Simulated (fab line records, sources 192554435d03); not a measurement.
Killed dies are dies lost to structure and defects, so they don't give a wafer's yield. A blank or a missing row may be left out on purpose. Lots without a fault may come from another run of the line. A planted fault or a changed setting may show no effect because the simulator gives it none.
Which tool did it? | flow n5_finfet | 15 lots, 45 wafers sampled, at 4 steps of a route of 1938

WHAT THE GAUGES READ, wafer by wafer
The record holds no reading of a measuring or inspecting step that can be judged against a usual standard deviation.

WHICH TOOL RAN EACH LOT (tool, then ch and the chambers of the sampled wafers, then the start)
lot  | N5_BEOL_M8_HM_DEP_02         | N5_BEOL_M8_ETCH_61                 | N5_BEOL_M8_HM_OPEN_17             | N5_BEOL_M8_PEB_26
L671 | pvd_sputter-03, day 9 21:06  | rie_diel-04 ch 0,2,3, day 9 21:36  | rie_metal-03 ch 1, day 9 21:52    | litho_track-05 ch 0, day 9 23:31
L670 | pvd_sputter-03, day 9 21:14  | rie_diel-01 ch 0,1, day 9 21:44    | rie_metal-01 ch 0,1, day 9 21:59  | litho_track-01 ch 0, day 9 23:23
L673 | pvd_sputter-02, day 10 04:26 | rie_diel-04 ch 0,1,2, day 10 05:03 | rie_metal-02 ch 0,1, day 10 05:17 | litho_track-01 ch 0, day 10 08:37
L676 | pvd_sputter-03, day 11 11:14 | rie_diel-05 ch 0,1,3, day 11 11:54 | rie_metal-03 ch 0,1, day 11 12:09 | litho_track-05 ch 0, day 11 13:35
L677 | pvd_sputter-01, day 11 19:44 | rie_diel-01 ch 1,3, day 11 20:21   | rie_metal-02 ch 0,1, day 11 20:35 | litho_track-01 ch 0, day 11 21:16
L678 | pvd_sputter-03, day 12 09:07 | rie_diel-01 ch 0,2,3, day 12 09:37 | rie_metal-02 ch 0,1, day 12 09:52 | litho_track-01 ch 0, day 12 11:41
L688 | pvd_sputter-01, day 14 05:07 | rie_diel-04 ch 0,1,3, day 14 05:49 | rie_metal-02 ch 0,1, day 14 06:04 | litho_track-01 ch 0, day 14 07:34
L685 | pvd_sputter-01, day 14 12:04 | rie_diel-04 ch 0,1, day 14 12:46   | rie_metal-03 ch 0,1, day 14 13:00 | litho_track-01, day 14 13:34
L686 | pvd_sputter-03, day 14 18:36 | rie_diel-04 ch 0,1,2, day 14 19:06 | rie_metal-02 ch 0,1, day 14 19:20 | litho_track-05, day 14 20:42
L687 | pvd_sputter-03, day 14 20:54 | rie_diel-04 ch 2,3, day 14 21:24   | rie_metal-03 ch 0,1, day 14 21:40 | litho_track-04, day 14 22:44
L690 | pvd_sputter-03, day 15 01:01 | rie_diel-01 ch 0,1,3, day 15 01:39 | rie_metal-02 ch 0,1, day 15 01:55 | litho_track-04 ch 0, day 15 05:39
L692 | pvd_sputter-01, day 15 03:13 | rie_diel-01 ch 0,1,3, day 15 03:50 | rie_metal-02 ch 0,1, day 15 04:05 | litho_track-04 ch 0, day 15 05:50
L689 | pvd_sputter-01, day 15 03:19 | rie_diel-04 ch 2,3, day 15 04:00   | rie_metal-03 ch 0,1, day 15 04:15 | litho_track-05 ch 0, day 15 06:31
L693 | pvd_sputter-01, day 16 00:32 | rie_diel-05 ch 0,1,3, day 16 01:09 | rie_metal-03 ch 0,1, day 16 01:25 | litho_track-04 ch 0, day 16 02:46
L691 | pvd_sputter-01, day 16 23:16 | rie_diel-04 ch 0,1,3, day 16 23:59 | rie_metal-01 ch 1, day 17 00:16   | litho_track-04 ch 0, day 17 01:38
- N5_BEOL_M8_HM_DEP_02: deposits TiN, target thk 20 nm.
- N5_BEOL_M8_ETCH_61: etches SiARC in CF4, target depth 45.5 nm, time 75.8 s.
- N5_BEOL_M8_HM_OPEN_17: chemistry Cl2/BCl3, target TiN, target depth 20 nm, overetch 6 nm.
- N5_BEOL_M8_PEB_26: peb time 60 s.

WHAT THE TOOLS THEMSELVES READ (means of the sampled wafers that have a number; where no wafer has one, the mark that the record gives instead)
N5_BEOL_M8_HM_DEP_02. Usual: chamber_pressure_pa 0.5000 Pa, standard deviation 0.0009; substrate_temp_c 25.00 C, standard deviation 0.1; susceptor_temp_C 25.00 C, standard deviation 0.12; throttle_valve_pct 30.1 %, standard deviation 0.82.
lot  | tool           | chamber_pressure_pa (Pa) | substrate_temp_c (C) | susceptor_temp_C (C) | throttle_valve_pct (%) | flag
L671 | pvd_sputter-03 | 0.5000                   | 25.01                | 24.98                | 30.3                   |
L670 | pvd_sputter-03 | 0.4997                   | 25.07                | 24.89                | 29.7                   |
L673 | pvd_sputter-02 | 0.4997                   | 24.96                | 25.03                | 29.9                   |
L676 | pvd_sputter-03 | 0.4999                   | 25.00                | 24.97                | 30.4                   |
L677 | pvd_sputter-01 | 0.5003                   | 24.94                | 24.97                | 30.0                   |
L678 | pvd_sputter-03 | 0.5008                   | 25.06                | 25.00                | 30.5                   |
L688 | pvd_sputter-01 | 0.5003                   | 24.92                | 25.04                | 30.2                   |
L685 | pvd_sputter-01 | 0.4988                   | 25.02                | 25.03                | 30.1                   |
L686 | pvd_sputter-03 | 0.4999                   | 24.98                | 24.98                | 29.8                   |
L687 | pvd_sputter-03 | 0.5003                   | 24.98                | 24.77                | 30.1                   |
L690 | pvd_sputter-03 | 0.4998                   | 25.01                | 25.00                | 29.8                   |
L692 | pvd_sputter-01 | 0.4995                   | 25.09                | 25.02                | 30.7                   |
L689 | pvd_sputter-01 | 0.4993                   | 25.04                | 24.93                | 30.2                   |
L693 | pvd_sputter-01 | 0.5001                   | 24.96                | 25.03                | 30.5                   |
L691 | pvd_sputter-01 | 0.5000                   | 24.95                | 24.99                | 30.0                   |

N5_BEOL_M8_ETCH_61. Usual: drypump_motor_current_A 5.8 A, standard deviation 0.48; etch_rf_on_time_s 75.6 s, standard deviation 1.1; oes_product_au 0.68 a.u., standard deviation 0.076; rf_vpp_V 183.8 V, standard deviation 1.3; showerhead_plenum_p_Torr 2.13 Torr, standard deviation 0.076; throttle_valve_pct 15.60 %, standard deviation 0.2.
lot  | tool        | drypump_motor_current_A (A) | etch_rf_on_time_s (s) | oes_product_au (a.u.) | rf_vpp_V (V) | showerhead_plenum_p_Torr (Torr) | throttle_valve_pct (%) | flag
L671 | rie_diel-04 | 6.2                         | 76.0                  | 0.65                  | 184.0        | 2.17                            | 15.59                  |
L670 | rie_diel-01 | 5.6                         | 74.7                  | 0.65                  | 182.9        | 2.06                            | 15.71                  |
L673 | rie_diel-04 | 5.8                         | 76.1                  | 0.63                  | 182.9        | 2.11                            | 15.64                  |
L676 | rie_diel-05 | 5.2                         | 75.7                  | 0.64                  | 183.2        | 2.13                            | 15.91                  |
L677 | rie_diel-01 | 5.4                         | 75.4                  | 0.73                  | 183.6        | 2.14                            | 15.38                  |
L678 | rie_diel-01 | 5.6                         | 74.8                  | 0.76                  | 183.9        | 2.12                            | 15.53                  |
L688 | rie_diel-04 | 6.1                         | 75.2                  | 0.66                  | 184.5        | 2.12                            | 15.55                  |
L685 | rie_diel-04 | 5.7                         | 75.8                  | 0.62                  | 182.5        | 2.05                            | 15.57                  |
L686 | rie_diel-04 | 5.8                         | 75.6                  | 0.68                  | 183.2        | 2.10                            | 15.54                  |
L687 | rie_diel-04 | 6.5                         | 76.1                  | 0.71                  | 185.2        | 2.22                            | 15.50                  |
L690 | rie_diel-01 | 5.5                         | 75.4                  | 0.65                  | 183.8        | 2.09                            | 15.62                  |
L692 | rie_diel-01 | 5.5                         | 75.5                  | 0.65                  | 183.6        | 2.09                            | 15.63                  |
L689 | rie_diel-04 | 6.2                         | 76.2                  | 0.74                  | 185.0        | 2.20                            | 15.48                  |
L693 | rie_diel-05 | 5.2                         | 77.3                  | 0.68                  | 184.2        | 2.12                            | 15.81                  |
L691 | rie_diel-04 | 6.0                         | 75.3                  | 0.64                  | 183.5        | 2.11                            | 15.59                  |

N5_BEOL_M8_HM_OPEN_17. Usual: drypump_motor_current_A 5.5 A, standard deviation 0.41; oes_ar_750_au 0.77 a.u., standard deviation 0.084; oes_product_au 0.65 a.u., standard deviation 0.069; throttle_valve_pct 22.08 %, standard deviation 0.15.
lot  | tool         | drypump_motor_current_A (A) | oes_ar_750_au (a.u.) | oes_product_au (a.u.) | throttle_valve_pct (%) | flag
L671 | rie_metal-03 | 5.8                         | 0.71                 | 0.60                  | 22.10                  |
L670 | rie_metal-01 | 5.9                         | 0.72                 | 0.62                  | 22.17                  |
L673 | rie_metal-02 | 5.2                         | 0.77                 | 0.65                  | 22.13                  |
L676 | rie_metal-03 | 5.8                         | 0.78                 | 0.66                  | 22.03                  |
L677 | rie_metal-02 | 5.5                         | 0.80                 | 0.66                  | 22.06                  |
L678 | rie_metal-02 | 5.5                         | 0.79                 | 0.66                  | 22.06                  |
L688 | rie_metal-02 | 5.5                         | 0.78                 | 0.65                  | 22.08                  |
L685 | rie_metal-03 | 5.7                         | 0.76                 | 0.64                  | 22.04                  |
L686 | rie_metal-02 | 5.2                         | 0.74                 | 0.63                  | 22.15                  |
L687 | rie_metal-03 | 5.7                         | 0.82                 | 0.69                  | 21.96                  |
L690 | rie_metal-02 | 5.5                         | 0.77                 | 0.64                  | 22.08                  |
L692 | rie_metal-02 | 5.5                         | 0.78                 | 0.65                  | 22.08                  |
L689 | rie_metal-03 | 5.7                         | 0.82                 | 0.70                  | 21.96                  |
L693 | rie_metal-03 | 5.7                         | 0.81                 | 0.69                  | 21.96                  |
L691 | rie_metal-01 | 5.3                         | 0.80                 | 0.68                  | 21.96                  |

N5_BEOL_M8_PEB_26. Usual: chill_plate_temp_C 22.99 C, standard deviation 0.11; exhaust_pa 44.9 Pa, standard deviation 0.91.
lot  | tool           | chill_plate_temp_C (C) | exhaust_pa (Pa) | flag
L671 | litho_track-05 | 22.75                  | 45.0            |
L670 | litho_track-01 | 23.14                  | 44.7            |
L673 | litho_track-01 | 23.01                  | 45.6            |
L676 | litho_track-05 | 23.22                  | 43.6            |
L677 | litho_track-01 | 23.00                  | 45.1            |
L678 | litho_track-01 | 22.90                  | 44.6            |
L688 | litho_track-01 | 22.96                  | 45.7            |
L685 | litho_track-01 | -                      | -               | OFF
L686 | litho_track-05 | -                      | -               | OFF
L687 | litho_track-04 | -                      | -               | OFF
L690 | litho_track-04 | 22.92                  | 44.5            |
L692 | litho_track-04 | 23.01                  | 45.1            |
L689 | litho_track-05 | 23.03                  | 44.8            |
L693 | litho_track-04 | 22.98                  | 45.4            |
L691 | litho_track-04 | 23.10                  | 44.2            |

THE ANSWER, worked out from the rows above alone
Rule: a lot is off if the mean of its wafers that have a number lies more than 3 standard deviations from the usual mean. A lot without any number at a reading at which 4 lots or more have one is off too. The other lots that the step has rows for count as sound. The gauges are gone through in route order, then the tools' own readings, and for those a lot's mean is taken as printed above. The first step at which some lot is off is used, and at that step the reading that is off furthest; a lot without a number counts as furthest.
Off: L685, L686, L687, at N5_BEOL_M8_PEB_26 (chill_plate_temp_C). Without a number there: L685, L686, L687.
A tool fits if, at that step or a process step before it, it ran every lot that is off, and no sound lot after the first of them. None of those tried fits.

WHAT THE SIMULATOR HAD PUT IN
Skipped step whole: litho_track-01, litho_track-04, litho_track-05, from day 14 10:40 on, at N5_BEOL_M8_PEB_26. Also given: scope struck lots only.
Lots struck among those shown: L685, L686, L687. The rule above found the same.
